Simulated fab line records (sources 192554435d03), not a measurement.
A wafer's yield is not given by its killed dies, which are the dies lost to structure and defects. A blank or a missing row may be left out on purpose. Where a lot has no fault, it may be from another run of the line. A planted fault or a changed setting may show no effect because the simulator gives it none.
What tool caused it? || flow n5 finfet || 8 lots (24 wafers sampled), 1 step of a 1938-step route

WHAT THE GAUGES READ, wafer by wafer
N5_BEOL_M0_SAQP_THK_MEAS_05.
{"lot": "L780", "measured": "day 6 08:49", "on": "film metro-01", "thk nm (nm)": "60.0 60.5 60.9"}
{"lot": "L783", "measured": "day 7 00:20", "on": "film metro-01", "thk nm (nm)": "60.5 59.4 60.7"}
{"lot": "L786", "measured": "day 7 16:26", "on": "film metro-02", "thk nm (nm)": "59.3 59.7 60.7"}
{"lot": "L787", "measured": "day 7 22:41", "on": "film metro-01", "thk nm (nm)": "58.6 59.8 61.4"}
{"lot": "L798", "measured": "day 10 18:04", "on": "film metro-02", "thk nm (nm)": "59.3 60.4 60.0"}
{"lot": "L792", "measured": "day 10 18:23", "on": "film metro-01", "thk nm (nm)": "59.9 60.8 60.6"}
{"lot": "L799", "measured": "day 10 20:53", "on": "film metro-02", "thk nm (nm)": "59.0 60.1 60.1"}
{"lot": "L800", "measured": "day 11 14:15", "on": "film metro-01", "thk nm (nm)": "60.8 59.4 60.9"}

WHAT TOOL EACH LOT RAN ON (gives the tool, then ch and the chambers of the sampled wafers, and finally the start)
Record: no process step prior to these readings.

THE ANSWER, worked out from the rows above alone
Rule: the lots themselves supply what counts as usual. Put in order of their means at a reading, lots are off if they are a third of the lots or fewer, leave a main group of 4 or more, and stand apart from it by a gap of 3 or more times the standard deviation of the main group's means; of several such gaps the widest counts. A main group whose means are all the same, to the digits that the tables above print for the reading, isn't used. A lot without any number at a reading at which 4 lots or more have one is off too. Any other lot the step has rows for is counted as sound.
Nothing can be told from this: no lot is off at any reading shown.

WHAT HAD BEEN PUT IN BY THE SIMULATOR
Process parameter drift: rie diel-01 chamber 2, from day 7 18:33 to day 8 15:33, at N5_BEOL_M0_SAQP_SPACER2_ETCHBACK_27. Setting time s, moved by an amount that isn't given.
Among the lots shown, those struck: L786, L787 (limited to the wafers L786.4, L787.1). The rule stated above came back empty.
